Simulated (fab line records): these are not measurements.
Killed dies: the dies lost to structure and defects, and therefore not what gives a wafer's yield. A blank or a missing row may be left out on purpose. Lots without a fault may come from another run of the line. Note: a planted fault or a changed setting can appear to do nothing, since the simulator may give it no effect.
A lot that was struck, set against a sound lot ; flow n5Finfet ; 31 out of 1938 route steps
Sound: wafers L960.3, L960.4, L960.5. Wafers struck: L970.1, L970.5, L970.6. The cause is named last.
Each step with rows lists, per side, the tool, then ch with its chambers, then its first start. Under that, the readings that differ: sound wafers ; struck wafers ; difference of the means ; sigmas: that difference in standard deviations of wafers without a fault.
alike: words and numbers the same on both sides, and readings whose means are apart by under 2 such deviations; not compared: readings that were withheld, readings missing a value for some wafer, numbers with overlapping values and no deviation given by the record, and bounds like >300 which may hide the same value.
Wherever a step has rows on one side only, a row that says differs or no value, or a row with sigmas, the two part there. When numbers do not overlap yet have no deviation, they are printed without sigmas and do not part them. Lack of a reading on every wafer of one side parts them only where that side has two or more wafers.

N5_BEOL_M2_ANNEAL_95: time 240 s.
  sound on pvdSputter-03, day 8 06:45; struck on pvdSputter-03, day 11 03:23
  alike: heaterPowerW
then, 3 steps without rows for these wafers: N5_BEOL_M2_SPUTTER_96 (material Cu, target thk 4.5 nm, time 8.29 s); N5_BEOL_M2_ECD_50 (material Cu, target thk 300 nm); N5_BEOL_M2_ANNEAL_51 (time 90 s).
N5_BEOL_M2_CMP_52: polishes, stops on SiOC, t overpolish 6.8 s, target thk 40 nm.
  sound on cmp-03 ch 0,1, day 8 07:49; struck on cmp-02 ch 0,3, day 11 04:01
  alike: barrierFieldEndpointS, edgeZonePressureFrac, motorCurrentA, overpolishRunS, retainingRingPressureFrac, timeToEndpointS
  not compared: padLifeWafers
N5_BEOL_M2_THK_MEAS_53: measures by xrf.
  sound on filmMetro-01, day 8 08:07; struck on filmMetro-01, day 11 04:19
  alike: M2_THK
N5_BEOL_M2_PRE_CLEAN_60: time 15 s.
  sound on cvdCo-02 ch 0,1, day 8 08:09; struck on cvdCo-01 ch 0,1,2, day 11 04:22
  alike: heaterPowerW
then, 3 steps without rows for these wafers: N5_BEOL_M2_CO_CAP_55 (material Co, precursor CCTBA/H2, target thk 2 nm, time 102.1 s); N5_BEOL_M2_PRE_CLEAN_56 (time 15 s); N5_BEOL_M2_DEP_57 (deposits SiCN from 3MS/NH3, target thk 8 nm, time 14 s).
N5_BEOL_M2_RS_MEAS_58: the measuring method here is four-point-probe.
  sound on filmMetro-01, day 8 08:22; struck on filmMetro-01, day 11 04:35
  alike: M2_RS
N5_BEOL_M2_INSPECT_59: inspects for defects (darkfield).
  sound on defectInspect-01, day 8 08:24; struck on defectInspect-02, day 11 04:37
  alike: rawDefectCount
N5_BEOL_M3_ILD_DEP_00: deposits SiOC from DEMS/O2, target thk 79 nm, time 15.3 s.
  sound on pecvd-02 ch 0,1,2, day 8 08:26; struck on pecvd-02 ch 0,1, day 11 04:38
  alike: heaterPowerW, showerheadPlenumPTorr, showerheadVppV, throttleValvePct
N5_BEOL_M3_THK_MEAS_01:
  sound on filmMetro-02, day 8 08:30; struck on filmMetro-01, day 11 04:43
  alike: M3_ILD_THK
N5_BEOL_M3_PECVD_72: deposits SiO2 from TEOS/O2, target thk 16 nm, time 18 s.
  sound on pecvd-01 ch 0,2, day 8 08:32; struck on pecvd-01 ch 0,2, day 11 04:45
  alike: heaterPowerW, showerheadPlenumPTorr, showerheadVppV, throttleValvePct
then, 10 steps without rows for these wafers: N5_BEOL_M3_HM_DEP_02 (deposits TiN, target thk 20 nm); N5_BEOL_M3_COAT_61 (time 60 s, resist thk 60 nm); N5_BEOL_M3_COAT_62 (time 60 s, resist thk 12 nm); N5_BEOL_M3_COAT_73 (time 60 s, resist thk 5 nm); N5_BEOL_M3_COAT_05 (resist thk 30 nm); N5_BEOL_M3_EBR_07; N5_BEOL_M3_SOFTBAKE_06 (time 60 s); N5_BEOL_M3_EXPOSE_08 (exposes mask M3); N5_BEOL_M3_PEB_09 (peb time 60 s); N5_BEOL_M3_DEVELOP_10 (develop time 30 s).
N5_BEOL_M3_CD_MEAS_11 targets a cd of 17.05 nm.
  sound on cdSem-01 ch 0, day 8 09:06; struck on cdSem-02 ch 0, day 11 07:21
  alike: cdNm
N5_BEOL_M3_OVL_MEAS_12:
  sound on overlay-02 ch 0, day 8 09:08; struck on overlay-01 ch 0, day 11 07:23
  alike: M3_OVL
N5_BEOL_M3_INSPECT_13: inspects for defects (brightfield).
  sound on defectInspect-01, day 8 09:11; struck on defectInspect-02, day 11 07:26
reading;sound;struck;difference;sigmas
rawDefectCount;636 409 437;802 1009 876;+402;+4
N5_BEOL_M3_DESCUM_16: chemistry O2, time 7 s.
  sound on rieDiel-03 ch 0,2,3, day 8 09:13; struck on rieDiel-01 ch 0,1, day 11 07:52
  alike: biasPowerW, drypumpMotorCurrentA, oesProductAu, rfVppV, showerheadPlenumPTorr, throttleValvePct
  not compared: rfHoursCounterH
N5_BEOL_M4_RC_MEAS_101:
  sound on prober-02 ch 0, day 9 16:00; struck on prober-02 ch 0, day 12 15:35
reading;sound;struck;difference;sigmas
ION_P (uA/um);438 449 447;469 470 452;+19;+2
  alike: DIBL_N, DIBL_P, IOFF_N, IOFF_P, ION_N, SS_N, SS_P, VT_N, VT_P
-- record jumps: 5 days separate the struck wafers' starts on either side; left off in module BEOL_M4, taken up again in module PASSIVATION, whose first shown step is the route's number 1936 --
N5_PASSIVATION_PROBE_49:
  sound on prober-02, day 14 10:56; struck on prober-02, day 17 23:10
reading;sound;struck;difference;sigmas
defectLimitedYield (%);89.9 89.4 86.9;83.9 81.9 85.6;-4.9;-4
killed_at_M0_to_M3;34 30 42;138 152 131;+105;+10
killed_at_M4_up;8 4 6;18 14 19;+11;+2
killedAtContacts;36 29 38;5 10 5;-28;-4
killedAtFrontEnd;37 59 59;27 36 15;-26;-2
killedDies;119 125 154;190 214 170;+59;+3
killedOpen;92 81 107;66 73 50;-30;-2
sort_bin_5_function (%);5.5 5.8 8.2;10.3 11.6 10.0;+4.1;+4
sort_bin_8_speed (%);0.42 0 0.08;0 0 0;+0;-4
sortNPass;1056 1055 1026;990 966 1010;-57;-3
sortYieldPct (%);89.5 89.4 86.9;83.9 81.9 85.6;-4.8;-3
  alike: killedAtOther, killedShort, sort_bin_4_leakage, sort_bin_6_memory

== WHERE THEY PART ==
Last at N5_PASSIVATION_PROBE_49 as far as this record goes, first at N5_BEOL_M3_INSPECT_13.

WHY: whatever the simulator had introduced
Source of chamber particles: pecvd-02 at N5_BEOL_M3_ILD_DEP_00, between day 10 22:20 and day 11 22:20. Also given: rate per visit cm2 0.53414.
